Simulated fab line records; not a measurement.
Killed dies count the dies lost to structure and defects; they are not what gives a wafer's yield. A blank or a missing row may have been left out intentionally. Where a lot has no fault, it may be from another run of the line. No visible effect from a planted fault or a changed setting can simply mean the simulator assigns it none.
Split-lot trial ; flow n5_finfet ; 21 wafers read across 7 lots, on a route 1938 steps long

== THE SPLIT ITSELF ==
At N5_GATE_CUT_COAT_27 (time 60 s, resist thk 10 nm), the setting spin_rpm was moved away from the recipe's 1500 rpm on 8 of the 21 wafers read, by -9.4% to +3.3%. The other wafers ran this setting at the recipe's value.

== FROM THE SPLIT TO THE READING: what the file shows between them, 3 steps ==
- N5_GATE_CUT_COAT_07: resist thk 30 nm
- N5_GATE_CUT_EBR_09
- N5_GATE_CUT_DESCUM_18: chemistry O2, time 7 s

== THE READING ==
etch.depth_nm (the simulator's own value, which no gauge read), in nm, at N5_GATE_CUT_ETCH_28 (etches underlayer in N2/H2, target depth 13 nm, time 10.4 s). The file does not state a usual value for it. The 13 wafers here that ran the recipe average 10.033 nm, standard deviation 0.023 nm.

wafer;tool, chamber at the split;spin_rpm as run, rpm;against the recipe;etch.depth_nm, nm;against lot-mates on the recipe
L074.2;litho_track-01, 0;1500;recipe;10.02;-
L074.3;litho_track-01, 0;1500;recipe;10.01;-
L074.6;litho_track-01, 0;1384;-7.7%;10.4;+0.385
L078.4;litho_track-04, 0;1500;recipe;10.02;-
L078.5;litho_track-04, 0;1500;recipe;10;-
L078.6;litho_track-04, 0;1500;recipe;10.01;-
L080.1;litho_track-03, 0;1500;recipe;10.07;-
L080.5;litho_track-03, 0;1500;recipe;10.06;-
L080.6;litho_track-03, 0;1408;-6.1%;10.38;+0.315
L081.3;litho_track-03, 0;1500;recipe;10.05;-
L081.4;litho_track-03, 0;1500;recipe;10.07;-
L081.5;litho_track-03, 0;1359;-9.4%;10.6;+0.540
L089.2;litho_track-04, 0;1500;recipe;10.04;-
L089.4;litho_track-04, 0;1500;recipe;10.04;-
L089.5;litho_track-04, 0;1454;-3.1%;10.2;+0.160
L092.1;litho_track-03, 0;1385;-7.7%;10.43;+0.410
L092.3;litho_track-03, 0;1385;-7.7%;10.42;+0.400
L092.5;litho_track-03, 0;1500;recipe;10.02;-
L095.1;litho_track-04, 0;1550;+3.3%;9.843;-0.177
L095.2;litho_track-04, 0;1550;+3.3%;9.873;-0.147
L095.3;litho_track-04, 0;1500;recipe;10.02;-

FIT RESULTS
A straight line over all 21 wafers: etch.depth_nm changes by -0.0537 nm for each +1% of spin_rpm; r = -0.99; the points scatter about the line by 0.028 nm.
The same after taking each lot's own level away (the mean of its wafers on the recipe; 21 wafers): -0.0529 nm for each +1%; r = -1.00; scatter 0.014 nm.
The reading moves by 0.5 nm for the largest change in spin_rpm, on that fit.
Across the lots, their own levels run from 10.0100 to 10.0650 nm, a range of 2.4 times the standard deviation given above.
The two slopes are in agreement: the lot-to-lot level therefore moves the slope only a little.
Check: for one of the wafers moved furthest among these (-9.4%), held out of the fit, the line's prediction against its lot-mates is +0.484 nm. It came out at +0.54 nm against them.

== THESE WAFERS: OTHER SPLITS ==
Before the reading, these wafers also passed through other splits. Each is held against what the fit with the lots' levels taken away leaves over:
other split on the same wafers;wafers away from the commonest value;r with etch.depth_nm (lot level and that fit taken away)
N5_ZERO_LAYER_PECVD_02 time_s;10;+0.11
N5_ZERO_LAYER_DEVELOP_10 develop_time_s;8;+0.45
N5_FIN_SAQP_SPACER1_ALD_24 ald_cycles;5;+0.21
N5_FIN_SAQP_ETCH_65 time_s;9;-0.02
N5_SPACER0_ALD_00 ald_cycles;11;+0.06
N5_ILD0_CMP_03 down_force_psi;7;+0.33
N5_SDB_COAT_05 spin_rpm;7;-0.38
N5_HKMG_FIN_HK_ALD_01 ald_cycles;6;+0.45
N5_HKMG_FIN_ALD_36 temp_c;8;+0.13
N5_HKMG_FIN_EXPOSE_09 dose_mj;8;-0.11

== THE WHOLE CHAIN: every reading that the file lists as answering this split, in the file's order ==
step;what it does;reading;change (the file's fit);r (the file's)
N5_GATE_CUT_COAT_27;time 60 s, resist thk 10 nm;underlayer_of_GATE_CUT_COAT_27.thk_nm (the simulator's own value, which no gauge read);-0.0586 nm for each +1% of the setting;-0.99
N5_GATE_CUT_ETCH_28;etches underlayer in N2/H2, target depth 13 nm, time 10.4 s;etch_rf_on_time_s;withheld for each +1% of the setting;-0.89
N5_GATE_CUT_ETCH_28;etches underlayer in N2/H2, target depth 13 nm, time 10.4 s;CAR-EUV_of_GATE_CUT_COAT_07.thk_nm (the simulator's own value, which no gauge read);+0.0586 nm for each +1% of the setting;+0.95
N5_GATE_CUT_ETCH_28;etches underlayer in N2/H2, target depth 13 nm, time 10.4 s;etch.depth_nm (the simulator's own value, which no gauge read);-0.0531 nm for each +1% of the setting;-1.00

== THE FILE'S OWN FIT ==
etch.depth_nm changes by -0.0531 nm for each +1% of spin_rpm, r = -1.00.
